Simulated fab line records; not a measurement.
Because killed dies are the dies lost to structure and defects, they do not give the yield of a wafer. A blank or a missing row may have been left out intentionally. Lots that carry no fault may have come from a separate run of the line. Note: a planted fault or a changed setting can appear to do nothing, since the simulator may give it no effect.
Split-lot experiment / flow n5Finfet / route with 1938 steps; 7 lots, 21 wafers read

## ON THE SPLIT
At N5_BEOL_M11_EXPOSE_08 (exposes mask M11), the setting doseMj was moved away from the recipe's 53.75 on 4 of the 21 wafers read, by +4.9% to +6.7%. The other wafers ran this setting at the recipe's value.

## FROM THE SPLIT TO THE READING: what the file shows between them, 15 steps
- N5_BEOL_M11_PEB_09: peb time 60 s
- N5_BEOL_M11_DEVELOP_10: develop time 30 s
- N5_BEOL_M11_CD_MEAS_11: target cd 64.1 nm
- N5_BEOL_M11_DESCUM_16: chemistry O2, time 7.9 s
- N5_BEOL_M11_ETCH_61: etches SiARC in CF4, target depth 39 nm, time 65 s
- N5_BEOL_M11_ETCH_62: etches SOC in N2/H2, target depth 110 nm, overetch 22 nm, time 165 s
- N5_BEOL_M11_STRIP_68: strips in N2/H2
- N5_BEOL_M11_STRIP_67: strips in CF4
- N5_BEOL_M11_HM_OPEN_17: chemistry Cl2/BCl3, target TiN, target depth 20 nm, overetch 6 nm
- N5_BEOL_M11_STRIP_19: strips in O2
- N5_BEOL_M11_CD_MEAS_18: pitch 140 nm, target cd 70 nm
- N5_BEOL_M11_COAT_63: time 60 s, resist thk 100 nm
- N5_BEOL_M11_COAT_64: time 60 s, resist thk 30 nm
- N5_BEOL_M11_PRECLEAN_42: cleans in residue remover, time 60 s
- N5_BEOL_M11_SRD_43: time 30 s

## THE READING
At N5_BEOL_M11_CD_MEAS_35: cdNm in nanometres, against a target cd of 70 nm. On this fab line, fault-free wafers typically give 69.9 nm with a standard deviation of 0.81 nm.

wafer=L077.1; tool, chamber at the split=arfiScanner-03, 0; doseMj as run=53.75; against the recipe=recipe; cdNm, nm=70.4; against lot-mates on the recipe=-
wafer=L077.2; tool, chamber at the split=arfiScanner-03, 0; doseMj as run=53.75; against the recipe=recipe; cdNm, nm=68.9; against lot-mates on the recipe=-
wafer=L077.5; tool, chamber at the split=arfiScanner-03, 0; doseMj as run=53.75; against the recipe=recipe; cdNm, nm=69.4; against lot-mates on the recipe=-
wafer=L078.1; tool, chamber at the split=arfiScanner-01, 0; doseMj as run=53.75; against the recipe=recipe; cdNm, nm=70.1; against lot-mates on the recipe=-
wafer=L078.2; tool, chamber at the split=arfiScanner-01, 0; doseMj as run=53.75; against the recipe=recipe; cdNm, nm=70.5; against lot-mates on the recipe=-
wafer=L078.4; tool, chamber at the split=arfiScanner-01, 0; doseMj as run=53.75; against the recipe=recipe; cdNm, nm=70.4; against lot-mates on the recipe=-
wafer=L079.2; tool, chamber at the split=arfiScanner-03, 0; doseMj as run=53.75; against the recipe=recipe; cdNm, nm=70.8; against lot-mates on the recipe=-
wafer=L079.5; tool, chamber at the split=arfiScanner-03, 0; doseMj as run=53.75; against the recipe=recipe; cdNm, nm=70.2; against lot-mates on the recipe=-
wafer=L079.6; tool, chamber at the split=arfiScanner-03, 0; doseMj as run=53.75; against the recipe=recipe; cdNm, nm=70.9; against lot-mates on the recipe=-
wafer=L080.3; tool, chamber at the split=arfiScanner-03, 0; doseMj as run=57.2; against the recipe=+6.4%; cdNm, nm=73.3; against lot-mates on the recipe=+3.4
wafer=L080.4; tool, chamber at the split=arfiScanner-03, 0; doseMj as run=53.75; against the recipe=recipe; cdNm, nm=69.9; against lot-mates on the recipe=-
wafer=L080.6; tool, chamber at the split=arfiScanner-03, 0; doseMj as run=57.2; against the recipe=+6.4%; cdNm, nm=74.1; against lot-mates on the recipe=+4.2
wafer=L085.2; tool, chamber at the split=arfiScanner-02, 0; doseMj as run=53.75; against the recipe=recipe; cdNm, nm=69.4; against lot-mates on the recipe=-
wafer=L085.5; tool, chamber at the split=arfiScanner-02, 0; doseMj as run=53.75; against the recipe=recipe; cdNm, nm=70.0; against lot-mates on the recipe=-
wafer=L085.6; tool, chamber at the split=arfiScanner-02, 0; doseMj as run=53.75; against the recipe=recipe; cdNm, nm=69.3; against lot-mates on the recipe=-
wafer=L092.3; tool, chamber at the split=arfiScanner-02, 0; doseMj as run=53.75; against the recipe=recipe; cdNm, nm=69.6; against lot-mates on the recipe=-
wafer=L092.4; tool, chamber at the split=arfiScanner-02, 0; doseMj as run=56.41; against the recipe=+4.9%; cdNm, nm=74.0; against lot-mates on the recipe=+4.7
wafer=L092.6; tool, chamber at the split=arfiScanner-02, 0; doseMj as run=53.75; against the recipe=recipe; cdNm, nm=69.1; against lot-mates on the recipe=-
wafer=L094.2; tool, chamber at the split=arfiScanner-01, 0; doseMj as run=53.75; against the recipe=recipe; cdNm, nm=71.1; against lot-mates on the recipe=-
wafer=L094.3; tool, chamber at the split=arfiScanner-01, 0; doseMj as run=53.75; against the recipe=recipe; cdNm, nm=71.1; against lot-mates on the recipe=-
wafer=L094.6; tool, chamber at the split=arfiScanner-01, 0; doseMj as run=57.36; against the recipe=+6.7%; cdNm, nm=73.9; against lot-mates on the recipe=+2.8

FIT RESULTS
A straight line over all 21 wafers: cdNm changes by +0.602 nm for each +1% of doseMj; r = +0.91; the points scatter about the line by 0.7 nm.
The same after taking each lot's own level away (the mean of its wafers on the recipe; 21 wafers): +0.592 nm for each +1%; r = +0.93; scatter 0.59 nm.
The reading moves by 4 nm for the largest change in doseMj, on that fit.
The lots' own levels span 69.35 to 71.10 nm, that is 2.2 times the standard deviation above.
Hence the lot-to-lot level has little effect on the slope; both slopes agree.
Check: +4.51 nm against its lot-mates is what the line predicts for one of the wafers moved furthest among these (+6.7%) when that wafer is left out of the fit. It came out at +2.8 nm against them.

## THE WHOLE CHAIN: every reading that the file lists as answering this split, in the file's order
step=N5_BEOL_M11_CD_MEAS_11; what it does=target cd 64.1 nm; reading=cdNm; change (the file's fit)=+0.553 nm for each +1% of the setting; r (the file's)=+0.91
step=N5_BEOL_M11_ETCH_61; what it does=etches SiARC in CF4, target depth 39 nm, time 65 s; reading=BEOL_M11.cdOffsetNm (the simulator's own value, which no gauge read); change (the file's fit)=+0.546 nm for each +1% of the setting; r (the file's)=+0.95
step=N5_BEOL_M11_ETCH_62; what it does=etches SOC in N2/H2, target depth 110 nm, overetch 22 nm, time 165 s; reading=BEOL_M11.cdOffsetNm (the simulator's own value, which no gauge read); change (the file's fit)=+0.619 nm for each +1% of the setting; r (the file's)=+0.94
step=N5_BEOL_M11_HM_OPEN_17; what it does=chemistry Cl2/BCl3, target TiN, target depth 20 nm, overetch 6 nm; reading=BEOL_M11.cdOffsetNm (the simulator's own value, which no gauge read); change (the file's fit)=+0.615 nm for each +1% of the setting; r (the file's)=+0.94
step=N5_BEOL_M11_CD_MEAS_18; what it does=pitch 140 nm, target cd 70 nm; reading=cdNm; change (the file's fit)=+0.636 nm for each +1% of the setting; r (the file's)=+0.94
step=N5_BEOL_M11_CD_MEAS_35; what it does=target cd 70 nm; reading=cdNm; change (the file's fit)=+0.605 nm for each +1% of the setting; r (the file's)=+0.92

## FILE'S OWN FIT
cdNm changes by +0.605 nm for each +1% of doseMj, r = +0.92.
